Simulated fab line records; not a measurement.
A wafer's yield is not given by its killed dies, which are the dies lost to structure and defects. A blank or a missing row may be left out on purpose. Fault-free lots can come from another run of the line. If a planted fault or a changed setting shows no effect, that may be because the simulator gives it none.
fab line records ; flow nandHarc
record: lots: 5; wafers: 15; lastDay: 34
route steps=1302 shown P_ZERO_WELL@14
lots untouched by any fault: they come from a run of this same line in which no faults occurred
startH: hours from the record's opening day to when the first of the lot's shown wafers began ; waitH: time in hours since the lot's previous step ; " as in the row above ; L1.1+2: a row that stands for several wafers ; - no value, or no start given ; * or withheld: withheld ; < > ~ a bound
route shown NAME@n: names a module that has steps shown in the file, with the first one's number in the route ; usual: average and standard deviation across the fault-free wafers ; same: alike in all rows ; chamber/n: place in a boat ; sites: the reading at each site ; _std_site: standard deviation of those values ; _edge_site: the outer-site mean with the inner-site mean subtracted ; radiusMm: how far each site lies from the wafer's centre ; mask NAME#n: copy n ; behind: the most recent tool/chamber to have shaped the wafer ; hold: why the lot was held/for how many hours/how that ended ; device: whichever transistor did not switch (one of n, p or np) ; end of line: at the end of the route, the tests of the same wafers ; a step with no rows: only its recipe ; killed: dies that structure and defects cost at the first sort, which is not the same as the wafer's yield ; map: shows each die of a wafer: x if killed, . if not, _ if none is there
set.NAME: the setting as run; set.NAME@STEP: as run at that earlier step ; model.NAME: the simulator's own value behind a step, which no gauge read
a table for each step, a row for each wafer; lots at some steps of the route
services: from which hour (startH, from the record's first day; less than 0 if before it) a tool's chamber was out of use, for how many hours, and why
== steps ==
step: NHARC_P_ZERO_WELL_CD_MEAS_11
recipe: targetCdNm: 500; landingEnergyEv: 500
usual: cdNm: 500.5/1.7
lot.wafer;tool;chamber;startH;waitH;cdNm
L414.3;cdSem-01;0;81.32;-;498.8
L414.4;cdSem-01;0;81.32;-;501.2
L414.5;cdSem-01;0;81.32;-;500.7
L420.3;cdSem-03;0;141.26;-;498.2
L420.4;cdSem-03;0;141.26;-;501.6
L420.6;cdSem-03;0;141.26;-;503.3
L429.2;cdSem-01;0;231.29;-;500.3
L429.3;cdSem-01;0;231.29;-;500.1
L429.6;cdSem-01;0;231.29;-;497.8
L430.1;cdSem-03;0;241.12;-;501.5
L430.4;cdSem-03;0;241.12;-;500.8
L430.5;cdSem-03;0;241.12;-;501.8
L431.1;cdSem-02;0;251.25;-;500.8
L431.2;cdSem-02;0;251.25;-;501.1
L431.4;cdSem-02;0;251.25;-;500.9
step: NHARC_P_ZERO_WELL_HARDBAKE_12
recipe: tempC: 118; timeS: 65
step: NHARC_P_ZERO_WELL_DESCUM_13
recipe: timeS: 3; o2FlowSccm: 200; arFlowSccm: 0; biasPowerW: 0; chemistry: O2
usual: drypumpMotorCurrentA: 5.8/0.46; oesProductAu: 0.999/0.0096; rfVppV: 57.7/0.98; showerheadPlenumPTorr: 1.91/0.1; throttleValvePct: 11.311/0.009
lot.wafer;tool;chamber;startH;waitH;drypumpMotorCurrentA;oesProductAu;rfHoursCounterH;rfVppV;showerheadPlenumPTorr;throttleValvePct
L414.4;rieDiel-07;2;81.47;-;5.2;0.989;39;56.9;1.78;11.323
L414.3;rieDiel-07;1;81.47;-;6.2;1.000;33;57.6;1.99;11.315
L414.5;rieDiel-07;3;81.47;-;5.6;0.999;-;58.0;1.81;11.315
L420.4;rieDiel-11;3;141.41;-;5.4;0.982;14;57.4;2.02;11.313
L420.3;rieDiel-11;1;141.41;-;6.4;0.982;23;56.4;1.78;11.308
L420.6;rieDiel-11;3;141.41;-;5.5;1.005;-;57.3;2.02;11.315
L429.3;rieDiel-07;3;231.44;-;5.5;1.015;13;58.4;1.80;11.310
L429.2;rieDiel-07;2;231.44;-;5.2;0.987;32;57.5;2.07;11.307
L429.6;rieDiel-07;3;231.44;-;5.5;1.000;-;57.4;1.80;11.310
L430.1;rieDiel-11;2;241.28;-;6.0;0.986;62;57.1;2.06;11.320
L430.4;rieDiel-11;0;241.28;-;5.3;1.001;60;58.4;1.84;11.292
L430.5;rieDiel-11;2;241.28;-;6.0;0.986;-;57.8;2.06;11.302
L431.2;rieDiel-07;2;251.40;-;5.1;0.991;38;58.1;2.06;11.333
L431.1;rieDiel-07;3;251.40;-;5.5;1.023;20;58.3;1.80;11.319
L431.4;rieDiel-07;1;251.40;-;6.3;1.005;34;57.2;1.97;11.337
step: NHARC_P_ZERO_WELL_ETCH_65
recipe: targetDepthA: 800; overetchA: 240; timeS: 87.88; ionEnergyEv: 200; n2FlowSccm: 150; h2FlowSccm: 150; arFlowSccm: 0; rfW: 400; biasW: 150; chemistry: N2/H2
usual: drypumpMotorCurrentA: 5.8/0.47; oesProductAu: 1.001/0.0092; rfVppV: 430/3.1; showerheadPlenumPTorr: 2.03/0.11; throttleValvePct: 14.171/0.0079
lot.wafer;tool;chamber;startH;waitH;drypumpMotorCurrentA;oesProductAu;rfHoursCounterH;rfVppV;showerheadPlenumPTorr;throttleValvePct
L414.3;rieDiel-07;2;81.57;0.1;5.1;1.002;40;425;1.89;14.164
L414.4;rieDiel-07;3;81.57;0.1;5.5;1.013;41;428;1.93;14.184
L414.5;rieDiel-07;2;81.57;0.1;5.1;0.999;-;425;1.89;14.177
L420.4;rieDiel-11;2;141.49;0.1;6.0;0.985;20;435;2.21;14.177
L420.3;rieDiel-11;0;141.49;0.1;5.3;1.003;21;429;1.97;14.169
L420.6;rieDiel-11;3;141.49;0.1;5.5;0.995;-;436;2.15;14.165
L429.3;rieDiel-07;1;231.53;0.1;6.3;0.995;33;432;2.10;14.179
L429.2;rieDiel-07;2;231.53;0.1;5.2;0.998;32;435;2.21;14.172
L429.6;rieDiel-07;2;231.53;0.1;5.1;0.995;-;435;2.21;14.170
L430.4;rieDiel-11;3;241.37;0.1;5.5;1.015;56;432;2.14;14.173
L430.1;rieDiel-11;1;241.37;0.1;6.4;1.003;63;426;1.88;14.159
L430.5;rieDiel-11;3;241.37;0.1;5.5;1.004;-;432;2.14;14.182
L431.4;rieDiel-07;1;251.49;0.1;6.2;1.006;34;432;2.10;14.182
L431.1;rieDiel-07;2;251.49;0.1;5.2;0.986;38;435;2.20;14.177
L431.2;rieDiel-07;0;251.49;0.1;4.9;0.997;36;430;2.01;14.167
step: NHARC_P_ZERO_WELL_ETCH_62
recipe: targetDepthA: 130; timeS: 6.5; chf3FlowSccm: 50; arFlowSccm: 200; rfW: 500; biasW: 200; chemistry: CHF3/Ar
usual: drypumpMotorCurrentA: 5.8/0.49; oesProductAu: 0.958/0.017; rfVppV: 370.3/2.7; showerheadPlenumPTorr: 2.33/0.12; throttleValvePct: 20.217/0.0083
lot.wafer;tool;chamber;startH;waitH;drypumpMotorCurrentA;oesProductAu;rfHoursCounterH;rfVppV;showerheadPlenumPTorr;throttleValvePct
L414.4;rieDiel-07;3;-;-;5.5;0.951;41;369.1;2.22;20.231
L414.3;rieDiel-07;0;-;-;4.9;0.939;32;370.0;2.34;20.207
L414.5;rieDiel-07;3;-;-;5.5;0.955;-;368.8;2.22;20.209
L420.3;rieDiel-11;0;-;-;5.3;0.970;21;368.1;2.27;20.217
L420.4;rieDiel-11;2;-;-;6.0;0.954;20;374.0;2.53;20.214
L420.6;rieDiel-11;0;-;-;5.3;0.970;-;368.4;2.27;20.218
L429.2;rieDiel-07;0;-;-;4.9;0.949;30;368.9;2.32;20.212
L429.3;rieDiel-07;3;-;-;5.6;0.965;14;368.3;2.21;20.224
L429.6;rieDiel-07;1;-;-;6.2;0.982;-;371.5;2.41;20.220
L430.4;rieDiel-11;3;-;-;5.5;0.965;56;373.6;2.45;20.217
L430.1;rieDiel-11;0;-;-;5.3;0.979;60;368.9;2.26;20.221
L430.5;rieDiel-11;2;-;-;6.0;0.945;-;374.7;2.51;20.212
L431.4;rieDiel-07;2;-;-;5.2;0.939;38;373.9;2.52;20.217
L431.1;rieDiel-07;3;-;-;5.6;0.954;20;367.7;2.21;20.211
L431.2;rieDiel-07;0;-;-;4.9;0.938;36;370.0;2.32;20.222
step: NHARC_P_ZERO_WELL_ETCH_63
recipe: targetDepthA: 1200; timeS: 40.1; hbrFlowSccm: 150; cl2FlowSccm: 50; rfW: 400; icpW: 400; biasW: 100; chemistry: HBr/Cl2
usual: drypumpMotorCurrentA: 5.9/0.39; oesProductAu: 1.001/0.01; throttleValvePct: 26.405/0.0095
lot.wafer;tool;chamber;startH;waitH;drypumpMotorCurrentA;oesProductAu;rfHoursCounterH;throttleValvePct
L414.3;rieSi-05;1;81.75;-;5.4;1.001;0.63;26.391
L414.4;rieSi-05;2;81.75;-;6.0;1.000;0.53;26.411
L414.5;rieSi-05;1;81.75;-;5.4;0.996;-;26.429
L420.4;rieSi-03;0;141.67;-;6.1;1.008;0.47;26.404
L420.3;rieSi-03;3;141.67;-;6.4;1.011;0.50;26.414
L420.6;rieSi-03;0;141.67;-;6.0;1.006;-;26.396
L429.3;rieSi-03;3;231.74;-;6.5;1.009;0.00;26.418
L429.2;rieSi-03;0;231.74;-;6.1;0.982;0.00;26.401
L429.6;rieSi-03;2;231.74;-;5.8;0.988;-;26.415
L430.4;rieSi-03;1;241.55;-;6.5;0.995;0.07;26.411
L430.1;rieSi-03;3;241.55;-;6.5;1.001;0.05;26.396
L430.5;rieSi-03;1;241.55;-;6.5;0.983;-;26.416
L431.1;rieSi-03;1;251.67;-;6.5;1.001;0.16;26.412
L431.2;rieSi-03;2;251.67;-;5.8;0.986;0.13;26.408
L431.4;rieSi-03;3;251.67;-;6.4;1.004;0.16;26.403
step: NHARC_P_ZERO_WELL_STRIP_15
recipe: timeS: 900; tempC: 130; chemistry: SPM
step: NHARC_P_ZERO_WELL_DEHYDRATE_16
recipe: tempC: 150; timeS: 120
step: NHARC_P_ZERO_WELL_HMDS_17
recipe: timeS: 30
step: NHARC_P_ZERO_WELL_COAT_18
recipe: spinRpm: withheld
step: NHARC_P_ZERO_WELL_SOFTBAKE_19
recipe: tempC: 122; timeS: 95
step: NHARC_P_ZERO_WELL_EBR_20
step: NHARC_P_ZERO_WELL_EXPOSE_21
recipe: na: 0.6; targetCdNm: 720; doseMj: 22.31; maskId: P_NWELL
same: na: 0.6
lot.wafer;tool;chamber;startH;waitH;mask
L414.3+4+5;krfScanner-03;0;82.67;-;P_NWELL#0
L420.3+4+6;krfScanner-03;0;142.32;-;P_PWELL#0
L429.2+3+6;krfScanner-03;0;232.36;-;P_NWELL#0
L430.1+4+5;krfScanner-04;0;242.32;-;P_NWELL#0
L431.1+2+4;krfScanner-03;0;252.43;-;P_NWELL#0
step: NHARC_P_ZERO_WELL_PEB_22
recipe: pebTempC: 118; pebTimeS: 85
step: NHARC_P_ZERO_WELL_DEVELOP_23
recipe: timeS: 70
step: NHARC_P_ZERO_WELL_CD_MEAS_24
recipe: targetCdNm: 720; landingEnergyEv: 500
usual: cdNm: 719.2/1.5
lot.wafer;tool;chamber;startH;waitH;cdNm
L414.3;cdSem-03;0;82.82;-;717.2
L414.4;cdSem-03;0;82.82;-;715.9
L414.5;cdSem-03;0;82.82;-;716.1
L420.3;cdSem-03;0;142.47;-;-
L420.4;cdSem-03;0;142.47;-;-
L420.6;cdSem-03;0;142.47;-;-
L429.2;cdSem-03;0;232.52;-;719.3
L429.3;cdSem-03;0;232.52;-;721.0
L429.6;cdSem-03;0;232.52;-;717.5
L430.1;cdSem-03;0;242.47;-;720.2
L430.4;cdSem-03;0;242.47;-;718.7
L430.5;cdSem-03;0;242.47;-;719.3
L431.1;cdSem-01;0;252.59;-;720.2
L431.2;cdSem-01;0;252.59;-;718.3
L431.4;cdSem-01;0;252.59;-;721.1
step: NHARC_P_ZERO_WELL_HARDBAKE_25
recipe: tempC: 125; timeS: 80
== services ==
tool;chamber;startH;hours;kind
rieDiel-07;0;74.20;-;clean
rieDiel-07;1;74.20;-;clean
rieDiel-07;2;74.20;-;clean
rieDiel-07;3;74.20;-;clean
rieDiel-11;-;79.60;9.0;pm
rieDiel-07;0;98.73;-;clean
rieDiel-07;1;98.73;-;clean
rieDiel-11;3;98.86;7.1;repair
rieDiel-07;3;101.80;13.0;repair
krfScanner-03;-;102.53;1.0;repair
rieSi-03;2;111.64;1.5;repair
rieDiel-07;-;118.17;9.0;pm
rieSi-05;-;128.00;9.0;pm
rieDiel-07;3;129.73;5.7;repair
krfScanner-04;-;142.58;0.4;repair
rieDiel-11;0;145.55;1.4;repair
rieDiel-11;2;180.58;6.6;repair
krfScanner-04;-;182.00;4.0;pm
rieDiel-07;3;197.14;28.0;repair
rieSi-03;-;221.00;9.0;pm
krfScanner-03;-;224.00;4.0;pm
krfScanner-04;-;238.85;0.9;repair
rieDiel-07;1;241.64;5.5;repair
rieDiel-11;3;250.78;26.5;repair
== key ==
firstSign: step: NHARC_P_ZERO_WELL_EXPOSE_21; reading: mask; direction: changed
effect: step: NHARC_P_ZERO_WELL_CD_MEAS_24; reading: cdNm; direction: missing
metAt NHARC_P_ZERO_WELL_EXPOSE_21
struckWafers L420.3,L420.4,L420.6
laterRowsLeftOut L420.3,L420.4,L420.6
sortLeftOut L420.3,L420.4,L420.6
testerLeftOut L420
onsetBetween 82.67 142.32
fault: kind: wrongMask; tool: any; chamber: -; onsetH: 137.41; steps: NHARC_P_ZERO_WELL_EXPOSE_21; auxCopy: P_PWELL#0; scope: struckLotsOnly
testerLeftOut: of these lots the tester's yield and bins aren't shown, on N5 and GAA mostly nor the transistor test; their killed dies are dies lost to structure and defects alone, not to doping, threshold or leakage, so they don't give the yield
sortLeftOut: the simulated sort isn't trusted on such a fault, so these wafers' sort isn't shown, and their yield isn't known
laterRowsLeftOut: the simulator's readings of these wafers behind a module that went badly wrong aren't trusted and aren't shown, but for the sort
